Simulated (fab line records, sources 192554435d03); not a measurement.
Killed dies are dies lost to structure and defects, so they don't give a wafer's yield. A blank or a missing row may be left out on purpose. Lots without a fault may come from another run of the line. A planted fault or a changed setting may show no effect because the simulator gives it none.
fab line records | flow n5_finfet
record lots=11 wafers=33 last_day=17
route steps=1938 shown SD_EPI_N@279 SD_EPI_P@321 BEOL_M4@1111 PASSIVATION@1936
lots that met no fault: from a run of the same line without faults
start_h: hours from the record's first day to the start of the lot's first wafer shown | wait_h: hours since the lot's step before | " the same as in the row above | L1.1+2: a row that stands for several wafers | - no value, or no start given | * or withheld: withheld | < > ~ a bound
route shown NAME@n: a module of which the file shows steps, and the number in the route of the first | usual: mean/standard deviation of fault-free wafers | same: alike in all rows | chamber/n: place in a boat | sites: the reading at each site | _std_site: their standard deviation | _edge_site: outer sites' mean less inner sites' | radius_mm: how far each site lies from the wafer's centre | mask NAME#n: copy n | behind: the tool/chamber that last shaped the wafer | hold: why the lot was held/for how many hours/how that ended | device: the transistor (n, p or np) that didn't switch | end of line: the same wafers' tests at the end of the route | a step without rows: its recipe alone | killed: dies lost to structure and defects at the first sort, not the wafer's yield | map: a wafer's dies, x killed, . not, _ none there
set.NAME: the setting as run; set.NAME@STEP: as run at that earlier step | model.NAME: the simulator's own value behind a step, which no gauge read
steps of the route over a sample of lots; a table a step, a row a wafer
services: from which hour (start_h, from the record's first day; less than 0 if before it) a tool's chamber was out of use, for how many hours, and why
## steps
# step N5_SD_EPI_N_ETCH_16
# recipe chemistry=CHF3/O2 target=SiO2 target_depth_a=50 mask_material=SOC pressure_mtorr=30 source_w=650 bias_w=170 Ar_flow_sccm=200 CHF3_flow_sccm=50 O2_flow_sccm=5 ion_energy_ev=200
# usual drypump_motor_current_A=5.7/0.3 oes_product_au=0.75/0.042 rf_vpp_V=523/10 showerhead_plenum_p_Torr=2.41/0.073 throttle_valve_pct=18.95/0.23
# columns lot.wafer tool chamber start_h wait_h drypump_motor_current_A oes_product_au rf_hours_counter_h rf_vpp_V showerhead_plenum_p_Torr throttle_valve_pct
L721.2 rie_diel-02 1 54.13 0.1 5.9 0.75 170 533 2.49 19.03
L721.3 " 0 " " 5.6 0.72 173 525 2.40 18.75
L721.4 " 3 " " 5.6 0.76 162 522 2.41 19.33
L724.2 rie_diel-02 0 72.43 0.1 5.6 0.72 180 524 2.39 18.76
L724.3 " 1 " " 5.9 0.75 176 534 2.49 19.05
L724.6 " 3 " " 5.6 0.77 - 521 2.40 19.35
L725.1 rie_diel-06 0 79.88 0.1 5.8 0.76 140 519 2.51 18.97
L725.4 " 2 " " 6.3 0.72 219 512 2.30 19.18
L725.5 " 3 " " 5.2 0.76 - 515 2.31 18.61
L728.2 rie_diel-06 0 96.17 0.1 5.8 0.77 145 519 2.51 18.95
L728.3 " 1 " " 5.4 0.76 173 546 2.41 19.23
L728.5 " 3 " " 5.3 0.75 - 515 2.31 18.63
L729.1 rie_diel-03 0 103.29 0.1 5.5 0.80 122 520 2.32 18.87
L729.2 " 1 " " 5.3 0.73 163 507 2.49 18.82
L729.6 " 3 " " 5.9 0.89 - 528 2.54 18.63
L737.2 rie_diel-06 2 150.71 0.1 6.3 0.71 245 513 2.29 19.21
L737.3 " 0 " " 5.8 0.74 167 519 2.50 18.99
L737.6 " 1 " " 5.4 0.74 - 546 2.40 19.28
L738.1 rie_diel-03 2 155.65 0.1 6.1 0.71 214 512 2.39 18.76
L738.2 " 0 " " 5.5 0.78 140 520 2.31 18.87
L738.5 " 3 " " 5.9 0.86 - 530 2.53 18.66
L740.1 rie_diel-02 0 167.63 0.1 5.6 0.69 213 525 2.38 18.81
L740.2 " 3 " " 5.6 0.73 206 520 2.39 19.40
L740.4 " 1 " " 5.9 0.73 209 532 2.48 19.10
L741.1 rie_diel-03 2 174.33 0.1 6.1 0.71 220 513 2.38 18.75
L741.3 " 1 " " 5.3 0.71 187 507 2.48 18.89
L741.6 " 1 " " 5.3 0.71 - 506 2.48 18.87
L742.2 rie_diel-03 2 179.88 0.1 6.1 0.70 221 513 2.38 18.77
L742.5 " 1 " " 5.3 0.71 - 506 2.48 18.87
L742.6 " 2 " " 6.1 0.70 - 514 2.38 18.76
L743.1 rie_diel-06 1 187.53 0.1 5.4 0.73 210 546 2.40 19.31
L743.4 " 1 " " 5.4 0.73 - 543 2.40 19.31
L743.6 " 0 " " 5.8 0.73 - 517 2.49 19.02
# step N5_SD_EPI_N_INSPECT_26
# recipe inspect_instrument=darkfield mode=post_epi
# usual raw_defect_count=198/39
# columns lot.wafer tool chamber start_h wait_h raw_defect_count
L721.2 defect_inspect-02 - 57.49 0.1 291
L721.3 " - " " 242
L721.4 " - " " 219
L724.2 defect_inspect-01 - 76.85 0.1 193
L724.3 " - " " 151
L724.6 " - " " 232
L725.1 defect_inspect-01 - 83.25 0.2 205
L725.4 " - " " 195
L725.5 " - " " 234
L728.2 defect_inspect-01 - 99.86 0.1 158
L728.3 " - " " 178
L728.5 " - " " 204
L729.1 defect_inspect-02 - 106.64 0.1 186
L729.2 " - " " 232
L729.6 " - " " 136
L737.2 defect_inspect-01 - 154.06 0.1 118
L737.3 " - " " 123
L737.6 " - " " 169
L738.1 defect_inspect-01 - 159.82 0.1 154
L738.2 " - " " 142
L738.5 " - " " 202
L740.1 defect_inspect-01 - 170.96 0.1 284
L740.2 " - " " 291
L740.4 " - " " 284
L741.1 defect_inspect-02 - 178.49 0.1 187
L741.3 " - " " 210
L741.6 " - " " 232
L742.2 defect_inspect-02 - 184.77 0.1 151
L742.5 " - " " 254
L742.6 " - " " 276
L743.1 defect_inspect-02 - 191.74 0.1 142
L743.4 " - " " 149
L743.6 " - " " 185
# step N5_SD_EPI_P_EPI_21
# recipe material=SiGe:B dopant=B temp_c=550 pressure_torr=20 ambient=H2 time_s=355
# usual chamber_pressure_Torr=20.00/0.044 epi_growth_time_s=355/0
# columns lot.wafer tool chamber start_h wait_h chamber_pressure_Torr epi_growth_time_s
L721.2 epi_rpcvd-02 0 59.56 0.5 20.12 355
L721.3 " 0 " " 20.04 355
L721.4 " 0 " " 19.98 355
L724.2 epi_rpcvd-03 0 79.07 0.5 20.09 355
L724.3 " 0 " " 20.10 355
L724.6 " 0 80.51 1.8 19.99 355
L725.1 epi_rpcvd-03 0 85.12 0.1 19.96 355
L725.4 " 0 86.20 1.1 20.00 355
L725.5 " 0 " " 19.96 355
L728.2 epi_rpcvd-04 0 102.06 0.5 20.04 355
L728.3 " 0 " " 20.08 355
L728.5 " 0 " " 20.04 355
L729.1 epi_rpcvd-04 0 108.47 0.1 19.94 355
L729.2 " 0 " " 19.97 355
L729.6 " 0 110.27 1.8 19.96 355
L737.2 epi_rpcvd-04 - 156.13 0.5 - -
L737.3 " - " " - -
L737.6 " - 157.57 1.8 - -
L738.1 epi_rpcvd-04 - 161.70 0.1 - -
L738.2 " - " " - -
L738.5 " - 163.14 1.5 - -
L740.1 epi_rpcvd-04 0 172.89 0.1 20.00 355
L740.2 " 0 " " 19.96 355
L740.4 " 0 " " 20.05 355
L741.1 epi_rpcvd-04 0 180.49 0.1 19.97 355
L741.3 " 0 " " 20.01 355
L741.6 " 0 182.29 1.8 20.00 355
L742.2 epi_rpcvd-04 0 187.15 0.5 20.03 355
L742.5 " 0 188.23 1.5 20.01 355
L742.6 " 0 " " 20.00 355
L743.1 epi_rpcvd-04 0 193.57 0.1 20.04 355
L743.4 " 0 194.65 1.1 20.00 355
L743.6 " 0 " " 19.94 355
# step N5_SD_EPI_P_INSPECT_26
# recipe inspect_instrument=darkfield mode=post_epi
# usual raw_defect_count=167/36
# columns lot.wafer tool chamber start_h wait_h raw_defect_count
L721.2 defect_inspect-02 - 61.57 0.0 255
L721.3 " - " " 198
L721.4 " - " " 170
L724.2 defect_inspect-02 - 81.19 0.0 175
L724.3 " - " " 123
L724.6 " - " " 221
L725.1 defect_inspect-01 - 87.49 0.0 171
L725.4 " - " " 148
L725.5 " - " " 184
L728.2 defect_inspect-01 - 104.07 0.0 150
L728.3 " - " " 197
L728.5 " - " " 177
L729.1 defect_inspect-01 - 110.84 0.0 127
L729.2 " - " " 226
L729.6 " - " " 150
L737.2 defect_inspect-01 - 158.14 0.0 68
L737.3 " - " " 95
L737.6 " - " " 131
L738.1 defect_inspect-01 - 164.07 0.0 113
L738.2 " - " " 90
L738.5 " - " " 145
L740.1 defect_inspect-02 - 175.26 0.0 265
L740.2 " - " " 215
L740.4 " - " " 209
L741.1 defect_inspect-01 - 182.86 0.0 157
L741.3 " - " " 169
L741.6 " - " " 157
L742.2 defect_inspect-02 - 189.16 0.0 141
L742.5 " - " " 240
L742.6 " - " " 250
L743.1 defect_inspect-02 - 195.96 0.0 116
L743.4 " - " " 121
L743.6 " - " " 165
# step N5_BEOL_M4_RC_MEAS_101
# usual DIBL_N=36.5/1.7 DIBL_P=36.3/2.1 IOFF_N=0.16/0.036 IOFF_P=0.21/0.037 ION_N=676/12 ION_P=462/7.6 SS_N=71.5/0.68 SS_P=73.3/0.63 VT_N=249/3.5 VT_P=-250/3.5
# columns lot.wafer tool chamber start_h wait_h DIBL_N[mV/V] DIBL_P[mV/V] IOFF_N[nA/um] IOFF_P[nA/um] ION_N[uA/um] ION_P[uA/um] SS_N[mV/dec] SS_P[mV/dec] VT_N[mV] VT_P[mV]
L721.2 prober-02 0 184.13 0.2 37.9 37.5 0.20 0.24 697 470 71.8 73.1 243 -249
L721.3 " 0 " " 37.5 37.1 0.21 0.24 696 476 71.3 73.3 242 -247
L721.4 " 0 " " 36.5 36.5 0.18 0.22 685 471 71.8 72.8 245 -247
L724.2 prober-01 0 193.78 0.2 36.3 33.9 0.14 0.18 665 453 71.0 72.9 254 -248
L724.3 " 0 " " 34.4 33.5 0.12 0.17 663 453 69.8 73.0 252 -250
L724.6 " 0 " " 34.7 33.9 0.13 0.18 664 450 70.3 72.3 253 -249
L725.1 prober-02 0 201.93 0.0 39.0 38.2 0.21 0.26 685 469 71.9 74.1 248 -247
L725.4 " 0 " " 38.7 38.2 0.20 0.27 683 470 72.0 73.8 243 -246
L725.5 " 0 " " 37.0 35.9 0.17 0.22 674 462 70.7 73.3 250 -247
L729.1 prober-02 0 221.94 0.0 34.7 33.5 0.12 0.15 657 450 71.4 73.0 250 -257
L729.2 " 0 " " 36.8 34.8 0.16 0.16 676 452 71.7 72.9 249 -256
L729.6 " 0 " " 37.5 36.9 0.18 0.20 683 455 71.2 73.3 248 -254
L728.2 prober-01 0 228.12 0.2 32.2 31.4 0.11 0.16 670 459 69.9 72.1 254 -251
L728.3 " 0 " " 34.2 33.7 0.13 0.19 657 451 69.8 73.2 250 -253
L728.5 " 0 " " 36.4 36.5 0.17 0.23 683 465 71.2 74.2 249 -249
L740.1 prober-02 0 289.05 0.0 37.4 38.3 0.16 0.22 676 461 71.4 74.0 251 -249
L740.2 " 0 " " 36.9 37.2 0.16 0.21 682 461 70.6 73.2 250 -251
L740.4 " 0 " " 37.0 37.3 0.16 0.21 667 463 71.3 72.6 250 -248
L741.1 prober-01 0 293.40 0.0 35.0 34.1 0.12 0.17 665 457 71.3 72.2 252 -251
L741.3 " 0 " " 35.4 34.3 0.12 0.17 669 455 71.1 72.6 252 -255
L741.6 " 0 " " 38.7 38.4 0.18 0.23 678 464 72.1 74.3 247 -248
L743.1 prober-01 0 310.17 0.0 39.0 37.7 0.19 0.24 679 463 73.4 74.3 246 -247
L743.4 " 0 " " 36.7 36.5 0.16 0.24 689 480 70.5 73.0 248 -246
L743.6 " 0 " " 35.6 34.4 0.13 0.19 679 464 71.2 72.9 250 -252
L742.2 prober-02 0 310.87 0.2 38.3 38.7 0.19 0.25 673 469 72.7 73.5 246 -248
L742.5 " 0 " " 36.6 36.7 0.14 0.23 654 459 71.7 73.3 253 -248
L742.6 " 0 " " 35.1 35.0 0.14 0.20 668 462 71.7 73.1 250 -249
# step N5_PASSIVATION_PROBE_49
# usual killed_at_M0_to_M3=34/12 killed_at_M4_up=12/4.9 killed_at_contacts=13/7.2 killed_at_front_end=39/12 killed_at_other=3.7/2.9 killed_dies=101/18 killed_on_rim=13/4 killed_open=67/14 killed_short=33/7.2
# same gross_dies=1180 killed_at_back_side=0
# columns lot.wafer tool chamber start_h wait_h killed_at_M0_to_M3 killed_at_M4_up killed_at_contacts killed_at_front_end killed_at_other killed_dies killed_on_rim killed_open killed_short
L721.2 prober-02 - 283.84 0.1 39 15 12 46 3 115 10 82 33
L721.3 prober-02 - 283.89 0.1 37 10 11 66 2 126 10 93 33
L721.4 prober-02 - 283.94 0.2 24 9 19 54 2 108 14 71 35
L729.1 prober-01 - 326.58 0.0 77 8 17 29 4 135 19 93 42
L729.2 prober-01 - 326.63 0.1 70 20 21 44 3 158 19 117 41
L729.6 prober-01 - 326.83 0.3 65 13 13 22 2 115 15 78 37
L737.2 prober-01 - 363.49 0.1 33 12 8 1125 2 1180 152 58 33
L737.3 prober-01 - 363.54 0.1 25 11 7 1136 1 1180 152 47 33
L737.6 prober-01 - 363.69 0.3 52 10 6 1108 4 1180 152 78 41
L738.1 prober-02 - 397.99 0.6 30 14 12 1117 7 1180 152 69 28
L738.2 prober-02 - 398.04 0.6 35 8 18 1117 2 1180 152 57 31
L738.5 prober-02 - 398.19 0.8 25 8 18 1116 13 1180 152 67 28
# killed by level:class
L721.2 FIN_SAQP:geometric_particle:open=17 BEOL_M3:geometric_particle:open=11 STI_FIN_REVEAL:geometric_particle:open=10 MOL_CONTACT_COAG:geometric_particle:open=9 BEOL_M0_SAQP:geometric_particle:short=9 BEOL_M0_SAQP:geometric_particle:open=7 FIN_SAQP:geometric_particle:short=4 DUMMY_GATE:geometric_particle:open=4
L721.3 FIN_SAQP:geometric_particle:open=17 BEOL_M2:geometric_particle:open=13 STI_FIN_REVEAL:geometric_particle:open=11 FIN_SAQP:geometric_particle:short=10 DUMMY_GATE:geometric_particle:open=8 MOL_CONTACT_COAG:geometric_particle:open=7 BEOL_M3:geometric_particle:open=7 GATE_CUT:geometric_particle:open=6
L721.4 FIN_SAQP:geometric_particle:short=18 FIN_SAQP:geometric_particle:open=18 MOL_CONTACT_COAG:geometric_particle:open=15 BEOL_M2:geometric_particle:open=8 BEOL_M3:geometric_particle:open=6 MOL_CONTACT_COAG:geometric_particle:short=4 DUMMY_GATE:geometric_particle:open=3 BEOL_M0_SAQP:geometric_particle:open=3
L729.1 BEOL_M0_SAQP:geometric_particle:short=19 BEOL_M0_SAQP:geometric_particle:open=16 MOL_CONTACT_COAG:geometric_particle:open=15 BEOL_M3:geometric_particle:open=14 BEOL_M2:geometric_particle:open=10 STI_FIN_REVEAL:geometric_particle:open=6 BEOL_M1:geometric_particle:open=6 BEOL_M0:geometric_particle:open=5
L729.2 BEOL_M3:geometric_particle:open=22 MOL_CONTACT_COAG:geometric_particle:open=17 FIN_SAQP:geometric_particle:open=16 BEOL_M0_SAQP:geometric_particle:open=15 BEOL_M4:geometric_particle:open=12 BEOL_M0_SAQP:geometric_particle:short=10 STI_FIN_REVEAL:geometric_particle:open=10 BEOL_M1:geometric_particle:open=6
L729.6 BEOL_M0_SAQP:geometric_particle:open=14 MOL_CONTACT_COAG:geometric_particle:open=13 BEOL_M0_SAQP:geometric_particle:short=11 BEOL_M0:geometric_particle:open=10 BEOL_M3:geometric_particle:open=9 BEOL_M4:geometric_particle:open=7 STI_FIN_REVEAL:geometric_particle:open=6 BEOL_M3:geometric_particle:short=6
L737.2 SD_EPI_P:area_epi=1084 BEOL_M0_SAQP:geometric_particle:short=8 FIN_SAQP:geometric_particle:open=7 STI_FIN_REVEAL:geometric_particle:open=7 BEOL_M2:geometric_particle:open=7 BEOL_M0_SAQP:geometric_particle:open=6 BEOL_M1:geometric_particle:open=5 BEOL_M4:geometric_particle:open=5
L737.3 SD_EPI_P:area_epi=1092 STI_FIN_REVEAL:geometric_particle:open=11 FIN_SAQP:geometric_particle:open=9 FIN_SAQP:geometric_particle:short=8 BEOL_M0_SAQP:geometric_particle:short=7 MOL_CONTACT_COAG:geometric_particle:open=6 BEOL_M0_SAQP:geometric_particle:open=6 BEOL_M1:geometric_particle:short=4
L737.6 SD_EPI_P:area_epi=1058 STI_FIN_REVEAL:geometric_particle:open=21 BEOL_M0_SAQP:geometric_particle:short=12 BEOL_M3:geometric_particle:open=12 BEOL_M0_SAQP:geometric_particle:open=10 BEOL_M1:geometric_particle:open=9 STI_FIN_REVEAL:geometric_particle:short=7 GATE_CUT:geometric_particle:short=7
L738.1 SD_EPI_P:area_epi=1083 MOL_CONTACT_COAG:geometric_particle:open=9 STI_FIN_REVEAL:geometric_particle:open=8 FIN_SAQP:geometric_particle:short=7 BEOL_M2:geometric_particle:open=7 BEOL_M3:geometric_particle:open=7 BEOL_M0_SAQP:geometric_particle:open=6 ILD0:geometric_particle:short=4
L738.2 SD_EPI_P:area_epi=1092 MOL_CONTACT_COAG:geometric_particle:open=13 GATE_CUT:geometric_particle:short=7 BEOL_M0_SAQP:geometric_particle:short=7 BEOL_M1:geometric_particle:open=7 BEOL_M0_SAQP:geometric_particle:open=6 MOL_CONTACT_COAG:geometric_particle:short=5 BEOL_M3:geometric_particle:open=5
L738.5 SD_EPI_P:area_epi=1081 MOL_CONTACT_COAG:geometric_particle:open=12 STI_FIN_REVEAL:geometric_particle:open=9 BEOL_M2:geometric_particle:open=9 PASS1_CAP:geometric_particle:open=8 DUMMY_GATE:geometric_particle:open=7 MOL_CONTACT_COAG:geometric_particle:short=6 BEOL_M2:geometric_particle:short=4
## services
# columns tool chamber start_h hours kind
rie_diel-02 - 58.78 1.6 repair
rie_diel-02 2 69.19 10.5 repair
epi_rpcvd-04 - 79.07 6.0 pm
epi_rpcvd-03 - 80.95 0.7 repair
epi_rpcvd-03 - 113.23 0.5 repair
rie_diel-06 3 119.33 22.6 repair
rie_diel-02 1 146.47 3.9 repair
rie_diel-06 2 165.55 - clean
rie_diel-06 2 165.55 - consumable_replace:focus_ring
rie_diel-06 2 165.55 - consumable_replace:showerhead
rie_diel-06 2 165.55 25.6 scheduled_down
rie_diel-06 2 165.55 25.6 vent_cycle
epi_rpcvd-02 - 171.52 6.0 pm
rie_diel-02 3 185.18 6.4 repair
## key
first_sign step=N5_SD_EPI_P_EPI_21 reading=tool_record direction=missing
effect step=N5_PASSIVATION_PROBE_49 reading=killed_at_front_end direction=up sigmas=89 usual=39 struck=1120
more_kills_born_at N5_SD_EPI_P_EPI_21@epi_rpcvd-04=6490
met_at N5_SD_EPI_P_EPI_21
struck_lots L737,L738
later_rows_left_out L737.2,L737.3,L737.6,L738.1,L738.2,L738.5
tester_left_out L737,L738
not_acting_at N5_SD_EPI_N_ETCH_16,N5_SD_EPI_N_INSPECT_26,N5_SD_EPI_P_INSPECT_26
onset_between 108.47 156.13
fault kind=skipped_step_whole tool=epi_rpcvd-04 chamber=- onset_h=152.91 steps=N5_SD_EPI_P_EPI_21 scope=struck_lots_only
# tester_left_out: of these lots the tester's yield and bins aren't shown, on N5 and GAA mostly nor the transistor test; their killed dies are dies lost to structure and defects alone, not to doping, threshold or leakage, so they don't give the yield
# later_rows_left_out: the simulator's readings of these wafers behind a module that went badly wrong aren't trusted and aren't shown, but for the sort
